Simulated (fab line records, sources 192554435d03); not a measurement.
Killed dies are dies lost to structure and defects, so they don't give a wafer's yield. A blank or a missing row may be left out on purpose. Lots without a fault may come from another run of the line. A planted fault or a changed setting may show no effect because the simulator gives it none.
Problem report in the 8D (eight disciplines) form, filled by code | flow n5_finfet | the parts of the form that need people (team, actions taken, sign-off) are left out

1. THE PROBLEM
killed_at_M0_to_M3 at N5_PASSIVATION_PROBE_49 reads a mean of 160 on 2 wafers of 2 lots; wafers without a fault read 34 with a standard deviation of 10. That is +13 standard deviations from the usual mean.
First seen on wafer L956.3, day 14 18:23, on prober-01. The record holds 12 wafers of 4 lots with a number at this step. Rule for "out", or "out of limits": more than 4 standard deviations from the usual mean. The other wafers with a number count as sound.

2. WHAT IT IS AND WHAT IT IS NOT
question                    | is                                                                                                      | is not
which readings at this step | killed_at_M0_to_M3, defect_limited_yield, killed_dies, sort_bin_5_function, sort_n_pass, sort_yield_pct | killed_at_M4_up, killed_at_contacts, killed_at_front_end, killed_at_other, killed_open, killed_short
which lots                  | L956, L963                                                                                              | L948, L966
which wafers of those lots  | L956.3, L963.5                                                                                          | L956.1, L956.5, L963.1, L963.6
read on which tools         | prober-01, prober-02                                                                                    | -
when                        | from day 14 18:23                                                                                       | up to then (4 sound wafers); but 6 sound wafers of L956, L963, L966 came after

3. SUSPECTS, AND WHAT RULES EACH OUT
Counting: a tool at a process step up to the reading stays a suspect if it ran every lot that is out. Sound lots after the first of them don't rule it out here, since some wafers of a struck lot are sound.
- pvd_sputter-01 at N5_BEOL_M0_PRE_CLEAN_113 (time 30 s): kept. It ran every lot that is out, first L956 (day 8 02:09).
Left after counting: pvd_sputter-01 at N5_BEOL_M0_PRE_CLEAN_113.

4. THE CAUSE (what the simulator had put in)
Chamber particle source: pvd_sputter-01, from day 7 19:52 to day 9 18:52, at N5_BEOL_M0_PRE_CLEAN_113. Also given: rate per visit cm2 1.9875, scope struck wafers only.
Counting left only this tool.

5. THE CHAIN OF EFFECTS, in route order
Each row: a reading whose mean over the struck wafers that have a number lies more than 3 standard deviations from the usual. Only readings for which the record gives a usual standard deviation are gone through. hours: the time from each lot's start at the first step in this table that gives one to its start at this step, as a median over the lots. sigmas: the change in usual standard deviations.
hours | step                    | reading              | usual  | on struck wafers | change | sigmas
0     | N5_PASSIVATION_PROBE_49 | defect_limited_yield | 91.4 % | 80.6             | -10.8  | -7.2
0     | N5_PASSIVATION_PROBE_49 | killed_at_M0_to_M3   | 34     | 160              | +126   | +13
0     | N5_PASSIVATION_PROBE_49 | killed_dies          | 101    | 230              | +128   | +7.1
0     | N5_PASSIVATION_PROBE_49 | killed_on_rim        | 14     | 28               | +14    | +3.2
0     | N5_PASSIVATION_PROBE_49 | sort_bin_5_function  | 5.0 %  | 11.4             | +6.4   | +6.5
0     | N5_PASSIVATION_PROBE_49 | sort_n_pass          | 1079   | 950              | -128   | -7.1
0     | N5_PASSIVATION_PROBE_49 | sort_yield_pct       | 91.4 % | 80.6             | -10.8  | -7.2
The process steps in it:
- N5_PASSIVATION_PROBE_49

6. WHAT WOULD HAVE CAUGHT IT SOONER
In this record the first reading out of limits was taken at day 14 18:23, 167 hours after the fault began at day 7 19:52.
Of the tool readings at N5_BEOL_M0_PRE_CLEAN_113 for which the record gives a usual standard deviation, none was out on any struck wafer, so an alarm limit of 4 standard deviations on them would not have fired.
All the lots that are out (2) had begun N5_BEOL_M0_PRE_CLEAN_113 on pvd_sputter-01 by day 14 18:23. A hold on the tool at that time would have spared none of them.
